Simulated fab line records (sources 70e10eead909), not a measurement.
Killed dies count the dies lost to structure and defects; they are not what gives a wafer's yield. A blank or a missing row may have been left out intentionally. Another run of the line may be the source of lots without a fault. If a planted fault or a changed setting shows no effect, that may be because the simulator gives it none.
Which of the tools did it? ; flow nand_harc ; 12 lots, 36 wafers sampled, at 2 steps of a route of 1302

== WHAT THE GAUGES READ, wafer by wafer ==
NHARC_A_SIN_REMOVE_INSPECT_04. Usual: raw_defect_count 391, standard deviation 84.
lot;measured;on;raw_defect_count;flag
L617;day 20 18:30;defect_inspect-01;398 376 600;
L616;day 20 18:31;defect_inspect-02;486 427 475;
L618;day 21 04:46;defect_inspect-02;569 454 523;
L619;day 21 12:35;defect_inspect-01;419 428 335;
L620;day 21 17:02;defect_inspect-01;347 335 286;
L623;day 23 11:17;defect_inspect-02;576 563 381;
L627;day 24 16:50;defect_inspect-02;355 592 426;
L633;day 27 17:07;defect_inspect-01;493 420 447;
L635;day 28 10:10;defect_inspect-01;376 383 449;
L637;day 29 09:04;defect_inspect-02;269 330 329;
L638;day 29 09:03;defect_inspect-01;405 359 337;
L639;day 30 08:19;defect_inspect-01;346 445 317;

== EACH LOT AND THE TOOL THAT RAN IT (in order: tool; ch and the chambers of the sampled wafers; start) ==
lot;NHARC_A_SLIT_STRIP_18
L617;rie_diel-13 ch 0,1,2, day 20 18:30 or earlier
L616;rie_diel-10 ch 2,3, day 20 18:31 or earlier
L618;rie_diel-13 ch 0,1,2, day 21 04:46 or earlier
L619;rie_diel-13 ch 0,1, day 21 12:35 or earlier
L620;rie_diel-13 ch 0,3, day 21 17:02 or earlier
L623;rie_diel-01 ch 0,2,3, day 23 11:17 or earlier
L627;rie_diel-13 ch 2,3, day 24 16:50 or earlier
L633;rie_diel-10 ch 1,2, day 27 17:07 or earlier
L635;rie_diel-10 ch 2,3, day 28 10:10 or earlier
L637;rie_diel-01 ch 1,2, day 29 09:04 or earlier
L638;rie_diel-13 ch 0,2,3, day 29 09:03 or earlier
L639;rie_diel-10 ch 0,1,3, day 30 08:19 or earlier
- NHARC_A_SLIT_STRIP_18: strips in O2.

== WHAT THE TOOLS THEMSELVES READ (means of the sampled wafers that have a number; where no wafer has one, the mark that the record gives instead) ==
NHARC_A_SLIT_STRIP_18. Usual: drypump_motor_current_A 5.9 A, standard deviation 0.47; o2_flow_sccm 500.0 sccm, standard deviation 1.6; oes_product_au 1.004 a.u., standard deviation 0.012; rf_vpp_V 57.5 V, standard deviation 0.96; showerhead_plenum_p_Torr 3.44 Torr, standard deviation 0.15; throttle_valve_pct 17.035 %, standard deviation 0.0082.
lot;tool;drypump_motor_current_A (A);o2_flow_sccm (sccm);oes_product_au (a.u.);rf_vpp_V (V);showerhead_plenum_p_Torr (Torr);throttle_valve_pct (%);flag
L617;rie_diel-13;5.7;501.4;1.009;58.3;3.33;17.031;
L616;rie_diel-10;5.8;500.4;0.996;58.0;3.49;17.038;
L618;rie_diel-13;5.7;498.5;1.006;56.8;3.33;17.048;
L619;rie_diel-13;5.5;500.3;1.004;56.5;3.33;17.036;
L620;rie_diel-13;5.5;501.7;0.994;58.8;3.34;17.030;
L623;rie_diel-01;5.9;499.1;1.011;58.0;3.62;17.033;
L627;rie_diel-13;6.4;500.2;1.007;57.4;3.31;17.038;
L633;rie_diel-10;6.1;500.1;0.998;57.8;3.53;17.033;
L635;rie_diel-10;5.8;499.3;1.001;57.1;3.56;17.035;
L637;rie_diel-01;6.5;500.2;0.996;57.9;3.57;17.044;
L638;rie_diel-13;6.0;498.6;0.995;57.3;3.32;17.041;
L639;rie_diel-10;5.9;500.3;1.011;57.6;3.50;17.030;

== THE ANSWER, worked out from the rows above alone ==
Rule: a lot is off if the mean of its wafers that have a number lies more than 3 standard deviations from the usual mean. Also off: a lot with no number at a reading for which 4 or more lots have one. The other lots that the step has rows for count as sound. First the gauges in route order, then the tools' own readings, where a lot's mean is used as printed above. The first step at which some lot is off is used, and at that step the reading that is off furthest; a lot without a number counts as furthest.
Across all readings shown, no lot is off: no conclusion can be drawn from this.

== WHAT WAS PUT IN BY THE SIMULATOR ==
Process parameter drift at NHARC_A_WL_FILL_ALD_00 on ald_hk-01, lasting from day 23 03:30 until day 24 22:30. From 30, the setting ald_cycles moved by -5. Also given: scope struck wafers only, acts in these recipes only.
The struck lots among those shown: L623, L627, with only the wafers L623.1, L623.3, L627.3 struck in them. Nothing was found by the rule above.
